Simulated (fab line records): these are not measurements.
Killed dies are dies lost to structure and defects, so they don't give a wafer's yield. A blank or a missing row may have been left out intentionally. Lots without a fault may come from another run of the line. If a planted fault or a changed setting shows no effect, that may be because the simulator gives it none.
Which of the tools did it? :: flow nandHarc :: 13 lots with 36 wafers sampled at 6 steps, on a route of 1159 steps

WHAT THE GAUGES SHOWED, per wafer
NHARC_A_ONON_D1_THK_MEAS_14: measures by ellipsometry. Usual: 1002 nm for thkNm, sd 12.
lot: L722
measured: day 7 14:25
on: filmMetro-01
thkNm (nm): 989 989 989
flag: 

lot: L723
measured: day 7 21:42
on: filmMetro-01
thkNm (nm): 997 995 997
flag: 

lot: L732
measured: day 9 23:56
on: filmMetro-01
thkNm (nm): 620 1000
flag: OFF

lot: L733
measured: day 10 04:41
on: filmMetro-01
thkNm (nm): 634 1012
flag: OFF

lot: L734
measured: day 10 23:58
on: filmMetro-01
thkNm (nm): 620 1001
flag: OFF

lot: L735
measured: day 10 23:57
on: filmMetro-01
thkNm (nm): 1027 1028 1028
flag: 

lot: L736
measured: day 11 08:37
on: filmMetro-01
thkNm (nm): 1013 1013 1013
flag: 

lot: L738
measured: day 11 14:43
on: filmMetro-01
thkNm (nm): 1019 1019 1020
flag: 

lot: L739
measured: day 11 19:19
on: filmMetro-01
thkNm (nm): 977 977 976
flag: 

lot: L741
measured: day 12 18:07
on: filmMetro-01
thkNm (nm): 1019 1019 1019
flag: 

lot: L744
measured: day 12 22:57
on: filmMetro-01
thkNm (nm): 1004 1004 1003
flag: 

lot: L743
measured: day 12 22:56
on: filmMetro-01
thkNm (nm): 986 985 986
flag: 

lot: L745
measured: day 13 11:48
on: filmMetro-01
thkNm (nm): 991 992 991
flag: 

NHARC_END_SORT_01. Usual: killedAtArray 24, standard deviation 8.7; killedAtOther 0.8, standard deviation 1.2; killedAtPeriphery 3.6, standard deviation 2.3; killedDies 28, standard deviation 8.9; killedOpen 3.2, standard deviation 1.9; killedShort 2.0, standard deviation 1.6.
lot: L732
measured: day 21 16:42
on: prober-01
killedAtArray: 673 39
killedAtOther: 0 0
killedAtPeriphery: 4 5
killedDies: 677 44
killedOpen: 3 1
killedShort: 0 0
flag: OFF

lot: L733
measured: day 22 22:02
on: prober-01
killedAtArray: 671 17
killedAtOther: 0 0
killedAtPeriphery: 6 3
killedDies: 677 20
killedOpen: 3 0
killedShort: 1 0
flag: OFF

WHAT TOOL EACH LOT RAN ON (gives the tool, then ch and the chambers of the sampled wafers, and finally the start)
lot: L722
NHARC_P_BONDPAD_ETCH_37: rieDiel-10 ch 0,1,3, day 6 09:34
NHARC_P_BONDPAD_STRIP_15: rieDiel-04 ch 0,1,2, day 6 10:05
NHARC_P_BONDPAD_PVD_17: pvdSputter-03, day 7 13:53 or earlier
NHARC_A_ONON_D1_DEP_12: pecvdOnon-02 ch 0, day 7 13:53

lot: L723
NHARC_P_BONDPAD_ETCH_37: rieDiel-10 ch 0,1, day 6 13:59
NHARC_P_BONDPAD_STRIP_15: rieDiel-13 ch 0,3, day 6 14:19
NHARC_P_BONDPAD_PVD_17: pvdSputter-02, day 7 21:14 or earlier
NHARC_A_ONON_D1_DEP_12: pecvdOnon-02 ch 0, day 7 21:14

lot: L732
NHARC_P_BONDPAD_ETCH_37: rieDiel-10 ch 0,2, day 8 18:57
NHARC_P_BONDPAD_STRIP_15: rieDiel-04 ch 2,3, day 8 19:17
NHARC_P_BONDPAD_PVD_17: pvdSputter-03, day 9 23:26 or earlier
NHARC_A_ONON_D1_DEP_12: pecvdOnon-02 ch 0, day 9 23:26

lot: L733
NHARC_P_BONDPAD_ETCH_37: rieDiel-10 ch 1,2, day 9 00:05
NHARC_P_BONDPAD_STRIP_15: rieDiel-10 ch 3, day 9 00:23
NHARC_P_BONDPAD_PVD_17: pvdSputter-01, day 10 04:09 or earlier
NHARC_A_ONON_D1_DEP_12: pecvdOnon-02 ch 0, day 10 04:09

lot: L734
NHARC_P_BONDPAD_ETCH_37: rieDiel-13 ch 0,1, day 9 15:47
NHARC_P_BONDPAD_STRIP_15: rieDiel-10 ch 3, day 9 16:08
NHARC_P_BONDPAD_PVD_17: pvdSputter-03, day 10 23:27 or earlier
NHARC_A_ONON_D1_DEP_12: pecvdOnon-02 ch 0, day 10 23:27

lot: L735
NHARC_P_BONDPAD_ETCH_37: rieDiel-10 ch 0,2, day 9 16:43
NHARC_P_BONDPAD_STRIP_15: rieDiel-10 ch 0,1,3, day 9 17:03
NHARC_P_BONDPAD_PVD_17: pvdSputter-03, day 10 23:29 or earlier
NHARC_A_ONON_D1_DEP_12: pecvdOnon-03 ch 0, day 10 23:29

lot: L736
NHARC_P_BONDPAD_ETCH_37: rieDiel-10 ch 2,3, day 10 04:06
NHARC_P_BONDPAD_STRIP_15: rieDiel-10 ch 1,2,3, day 10 04:26
NHARC_P_BONDPAD_PVD_17: pvdSputter-03, day 11 08:07 or earlier
NHARC_A_ONON_D1_DEP_12: pecvdOnon-03 ch 0, day 11 08:07

lot: L738
NHARC_P_BONDPAD_ETCH_37: rieDiel-04 ch 0,2,3, day 10 08:42
NHARC_P_BONDPAD_STRIP_15: rieDiel-10 ch 2,3, day 10 09:11
NHARC_P_BONDPAD_PVD_17: pvdSputter-01, day 11 14:12 or earlier
NHARC_A_ONON_D1_DEP_12: pecvdOnon-01 ch 0, day 11 14:12

lot: L739
NHARC_P_BONDPAD_ETCH_37: rieDiel-04 ch 0,3, day 10 14:49
NHARC_P_BONDPAD_STRIP_15: rieDiel-13 ch 0,2,3, day 10 15:08
NHARC_P_BONDPAD_PVD_17: pvdSputter-01, day 11 18:49 or earlier
NHARC_A_ONON_D1_DEP_12: pecvdOnon-03 ch 0, day 11 18:49

lot: L741
NHARC_P_BONDPAD_ETCH_37: rieDiel-04 ch 0,2,3, day 11 14:32
NHARC_P_BONDPAD_STRIP_15: rieDiel-04 ch 0,1,2, day 11 14:52
NHARC_P_BONDPAD_PVD_17: pvdSputter-02, day 12 17:40 or earlier
NHARC_A_ONON_D1_DEP_12: pecvdOnon-01 ch 0, day 12 17:40

lot: L744
NHARC_P_BONDPAD_ETCH_37: rieDiel-04 ch 0,1,3, day 11 17:19
NHARC_P_BONDPAD_STRIP_15: rieDiel-04 ch 1,2, day 11 17:37
NHARC_P_BONDPAD_PVD_17: pvdSputter-02, day 12 22:26 or earlier
NHARC_A_ONON_D1_DEP_12: pecvdOnon-03 ch 0, day 12 22:26

lot: L743
NHARC_P_BONDPAD_ETCH_37: rieDiel-10 ch 0,1, day 11 17:37
NHARC_P_BONDPAD_STRIP_15: rieDiel-10 ch 0,1,3, day 11 17:55
NHARC_P_BONDPAD_PVD_17: pvdSputter-03, day 12 22:26 or earlier
NHARC_A_ONON_D1_DEP_12: pecvdOnon-01 ch 0, day 12 22:26

lot: L745
NHARC_P_BONDPAD_ETCH_37: rieDiel-10 ch 1,2,3, day 12 06:50
NHARC_P_BONDPAD_STRIP_15: rieDiel-13 ch 0,3, day 12 07:08
NHARC_P_BONDPAD_PVD_17: pvdSputter-01, day 13 11:20 or earlier
NHARC_A_ONON_D1_DEP_12: pecvdOnon-01 ch 0, day 13 11:20
- NHARC_P_BONDPAD_ETCH_37: etches the open film in N2/H2, target depth 60 nm, overetch 18 nm, time 65.91 s.
- NHARC_P_BONDPAD_STRIP_15: strips in O2.
- NHARC_P_BONDPAD_PVD_17: deposits TaN, target thk 5 nm, time 8.06 s.
- NHARC_A_ONON_D1_DEP_12: target thk 1000 nm.

WHAT THE TOOLS THEMSELVES READ (means of the sampled wafers that have a number; where no wafer has one, the mark that the record gives instead)
NHARC_P_BONDPAD_ETCH_37. Usual: drypumpMotorCurrentA 5.6 A, standard deviation 0.5; oesProductAu 1.001 a.u., standard deviation 0.013; rfVppV 430.0 V, standard deviation 2.4; showerheadPlenumPTorr 2.02 Torr, standard deviation 0.074; throttleValvePct 14.171 %, standard deviation 0.0095.
lot: L722
tool: rieDiel-10
drypumpMotorCurrentA (A): 5.6
oesProductAu (a.u.): 1.006
rfVppV (V): 430.7
showerheadPlenumPTorr (Torr): 2.02
throttleValvePct (%): 14.168
flag: 

lot: L723
tool: rieDiel-10
drypumpMotorCurrentA (A): 5.6
oesProductAu (a.u.): 1.008
rfVppV (V): 428.7
showerheadPlenumPTorr (Torr): 2.01
throttleValvePct (%): 14.171
flag: 

lot: L732
tool: rieDiel-10
drypumpMotorCurrentA (A): 5.3
oesProductAu (a.u.): 1.006
rfVppV (V): 427.5
showerheadPlenumPTorr (Torr): 1.96
throttleValvePct (%): 14.177
flag: 

lot: L733
tool: rieDiel-10
drypumpMotorCurrentA (A): 5.3
oesProductAu (a.u.): 0.982
rfVppV (V): 430.1
showerheadPlenumPTorr (Torr): 2.03
throttleValvePct (%): 14.174
flag: 

lot: L734
tool: rieDiel-13
drypumpMotorCurrentA (A): 5.8
oesProductAu (a.u.): 0.987
rfVppV (V): 429.5
showerheadPlenumPTorr (Torr): 2.00
throttleValvePct (%): 14.165
flag: 

lot: L735
tool: rieDiel-10
drypumpMotorCurrentA (A): 5.2
oesProductAu (a.u.): 1.011
rfVppV (V): 428.4
showerheadPlenumPTorr (Torr): 1.97
throttleValvePct (%): 14.171
flag: 

lot: L736
tool: rieDiel-10
drypumpMotorCurrentA (A): 5.1
oesProductAu (a.u.): 1.002
rfVppV (V): 429.4
showerheadPlenumPTorr (Torr): 2.02
throttleValvePct (%): 14.179
flag: 

lot: L738
tool: rieDiel-04
drypumpMotorCurrentA (A): 6.0
oesProductAu (a.u.): 1.001
rfVppV (V): 430.3
showerheadPlenumPTorr (Torr): 2.03
throttleValvePct (%): 14.182
flag: 

lot: L739
tool: rieDiel-04
drypumpMotorCurrentA (A): 6.3
oesProductAu (a.u.): 1.008
rfVppV (V): 429.8
showerheadPlenumPTorr (Torr): 2.03
throttleValvePct (%): 14.177
flag: 

lot: L741
tool: rieDiel-04
drypumpMotorCurrentA (A): 6.0
oesProductAu (a.u.): 1.005
rfVppV (V): 430.1
showerheadPlenumPTorr (Torr): 2.03
throttleValvePct (%): 14.173
flag: 

lot: L744
tool: rieDiel-04
drypumpMotorCurrentA (A): 5.7
oesProductAu (a.u.): 1.004
rfVppV (V): 429.5
showerheadPlenumPTorr (Torr): 2.01
throttleValvePct (%): 14.175
flag: 

lot: L743
tool: rieDiel-10
drypumpMotorCurrentA (A): 5.7
oesProductAu (a.u.): 0.999
rfVppV (V): 429.5
showerheadPlenumPTorr (Torr): 2.01
throttleValvePct (%): 14.174
flag: 

lot: L745
tool: rieDiel-10
drypumpMotorCurrentA (A): 5.4
oesProductAu (a.u.): 0.998
rfVppV (V): 430.6
showerheadPlenumPTorr (Torr): 2.04
throttleValvePct (%): 14.164
flag: 

NHARC_P_BONDPAD_STRIP_15. Usual: drypumpMotorCurrentA 5.6 A, standard deviation 0.49; oesProductAu 1.000 a.u., standard deviation 0.012; rfVppV 57.7 V, standard deviation 0.88; showerheadPlenumPTorr 3.51 Torr, standard deviation 0.12; throttleValvePct 17.037 %, standard deviation 0.009.
lot: L722
tool: rieDiel-04
drypumpMotorCurrentA (A): 5.7
oesProductAu (a.u.): 1.000
rfVppV (V): 58.1
showerheadPlenumPTorr (Torr): 3.60
throttleValvePct (%): 17.028
flag: 

lot: L723
tool: rieDiel-13
drypumpMotorCurrentA (A): 6.0
oesProductAu (a.u.): 0.988
rfVppV (V): 57.2
showerheadPlenumPTorr (Torr): 3.39
throttleValvePct (%): 17.038
flag: 

lot: L732
tool: rieDiel-04
drypumpMotorCurrentA (A): 5.6
oesProductAu (a.u.): 1.013
rfVppV (V): 57.8
showerheadPlenumPTorr (Torr): 3.48
throttleValvePct (%): 17.041
flag: 

lot: L733
tool: rieDiel-10
drypumpMotorCurrentA (A): 5.4
oesProductAu (a.u.): 1.016
rfVppV (V): 57.2
showerheadPlenumPTorr (Torr): 3.58
throttleValvePct (%): 17.035
flag: 

lot: L734
tool: rieDiel-10
drypumpMotorCurrentA (A): 5.4
oesProductAu (a.u.): 1.011
rfVppV (V): 57.5
showerheadPlenumPTorr (Torr): 3.58
throttleValvePct (%): 17.041
flag: 

lot: L735
tool: rieDiel-10
drypumpMotorCurrentA (A): 5.6
oesProductAu (a.u.): 1.002
rfVppV (V): 58.8
showerheadPlenumPTorr (Torr): 3.49
throttleValvePct (%): 17.036
flag: 

lot: L736
tool: rieDiel-10
drypumpMotorCurrentA (A): 5.3
oesProductAu (a.u.): 0.989
rfVppV (V): 58.0
showerheadPlenumPTorr (Torr): 3.53
throttleValvePct (%): 17.037
flag: 

lot: L738
tool: rieDiel-10
drypumpMotorCurrentA (A): 5.1
oesProductAu (a.u.): 0.997
rfVppV (V): 57.0
showerheadPlenumPTorr (Torr): 3.50
throttleValvePct (%): 17.036
flag: 

lot: L739
tool: rieDiel-13
drypumpMotorCurrentA (A): 5.7
oesProductAu (a.u.): 0.987
rfVppV (V): 58.0
showerheadPlenumPTorr (Torr): 3.53
throttleValvePct (%): 17.037
flag: 

lot: L741
tool: rieDiel-04
drypumpMotorCurrentA (A): 5.7
oesProductAu (a.u.): 0.998
rfVppV (V): 58.2
showerheadPlenumPTorr (Torr): 3.57
throttleValvePct (%): 17.038
flag: 

lot: L744
tool: rieDiel-04
drypumpMotorCurrentA (A): 5.3
oesProductAu (a.u.): 1.005
rfVppV (V): 57.3
showerheadPlenumPTorr (Torr): 3.57
throttleValvePct (%): 17.041
flag: 

lot: L743
tool: rieDiel-10
drypumpMotorCurrentA (A): 5.6
oesProductAu (a.u.): 0.996
rfVppV (V): 58.0
showerheadPlenumPTorr (Torr): 3.49
throttleValvePct (%): 17.028
flag: 

lot: L745
tool: rieDiel-13
drypumpMotorCurrentA (A): 6.0
oesProductAu (a.u.): 0.980
rfVppV (V): 57.6
showerheadPlenumPTorr (Torr): 3.45
throttleValvePct (%): 17.037
flag: 

NHARC_P_BONDPAD_PVD_17. Usual: 30.4 % for throttleValvePct, sd 1.2.
lot: L722
tool: pvdSputter-03
throttleValvePct (%): 30.2
flag: 

lot: L723
tool: pvdSputter-02
throttleValvePct (%): 30.3
flag: 

lot: L732
tool: pvdSputter-03
throttleValvePct (%): 30.9
flag: 

lot: L733
tool: pvdSputter-01
throttleValvePct (%): 29.8
flag: 

lot: L734
tool: pvdSputter-03
throttleValvePct (%): 29.9
flag: 

lot: L735
tool: pvdSputter-03
throttleValvePct (%): 30.2
flag: 

lot: L736
tool: pvdSputter-03
throttleValvePct (%): 30.0
flag: 

lot: L738
tool: pvdSputter-01
throttleValvePct (%): 30.1
flag: 

lot: L739
tool: pvdSputter-01
throttleValvePct (%): 31.0
flag: 

lot: L741
tool: pvdSputter-02
throttleValvePct (%): 30.5
flag: 

lot: L744
tool: pvdSputter-02
throttleValvePct (%): 30.1
flag: 

lot: L743
tool: pvdSputter-03
throttleValvePct (%): 30.7
flag: 

lot: L745
tool: pvdSputter-01
throttleValvePct (%): 29.4
flag: 

NHARC_A_ONON_D1_DEP_12. Usual: 499.9 sccm for nh3FlowSccm, sd 1.5.
lot: L722
tool: pecvdOnon-02
nh3FlowSccm (sccm): 498.8
flag: 

lot: L723
tool: pecvdOnon-02
nh3FlowSccm (sccm): 499.2
flag: 

lot: L732
tool: pecvdOnon-02
nh3FlowSccm (sccm): 500.0
flag: 

lot: L733
tool: pecvdOnon-02
nh3FlowSccm (sccm): 500.1
flag: 

lot: L734
tool: pecvdOnon-02
nh3FlowSccm (sccm): 501.6
flag: 

lot: L735
tool: pecvdOnon-03
nh3FlowSccm (sccm): 499.5
flag: 

lot: L736
tool: pecvdOnon-03
nh3FlowSccm (sccm): 500.5
flag: 

lot: L738
tool: pecvdOnon-01
nh3FlowSccm (sccm): 499.0
flag: 

lot: L739
tool: pecvdOnon-03
nh3FlowSccm (sccm): 499.6
flag: 

lot: L741
tool: pecvdOnon-01
nh3FlowSccm (sccm): 498.8
flag: 

lot: L744
tool: pecvdOnon-03
nh3FlowSccm (sccm): 499.2
flag: 

lot: L743
tool: pecvdOnon-01
nh3FlowSccm (sccm): 501.8
flag: 

lot: L745
tool: pecvdOnon-01
nh3FlowSccm (sccm): 500.5
flag: 

THE ANSWER, worked out from the rows above alone
Rule: a lot is off if the mean of its wafers that have a number lies more than 3 standard deviations from the usual mean. Also off: a lot with no number at a reading for which 4 or more lots have one. Where the step has rows for the other lots, those lots are counted as sound. The gauges are gone through in route order, then the tools' own readings, and for those a lot's mean is taken as printed above. At the first step where some lot is off, the reading lying furthest off is the one used; lots without a number count as furthest.
Off: L732, L733, L734, at NHARC_A_ONON_D1_THK_MEAS_14 (thkNm).
If a tool, at a process step before that reading, ran all the lots that are off and no sound lot after the first of them, it fits. The gauges at NHARC_A_ONON_D1_THK_MEAS_14 are tried like those tools. NHARC_P_BONDPAD_PVD_17: start missing for some lots; hours and lot order therefore follow NHARC_A_ONON_D1_DEP_12. One fits: NHARC_A_ONON_D1_DEP_12 on pecvdOnon-02. Its last sound lot is L723 (day 7 21:14), its first lot that is off L732 (day 9 23:26): a fault that began between those two fits.

WHAT WAS PUT IN BY THE SIMULATOR
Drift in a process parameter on pecvdOnon-02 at NHARC_A_ONON_D1_DEP_12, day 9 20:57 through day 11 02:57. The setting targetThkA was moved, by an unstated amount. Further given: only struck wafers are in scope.
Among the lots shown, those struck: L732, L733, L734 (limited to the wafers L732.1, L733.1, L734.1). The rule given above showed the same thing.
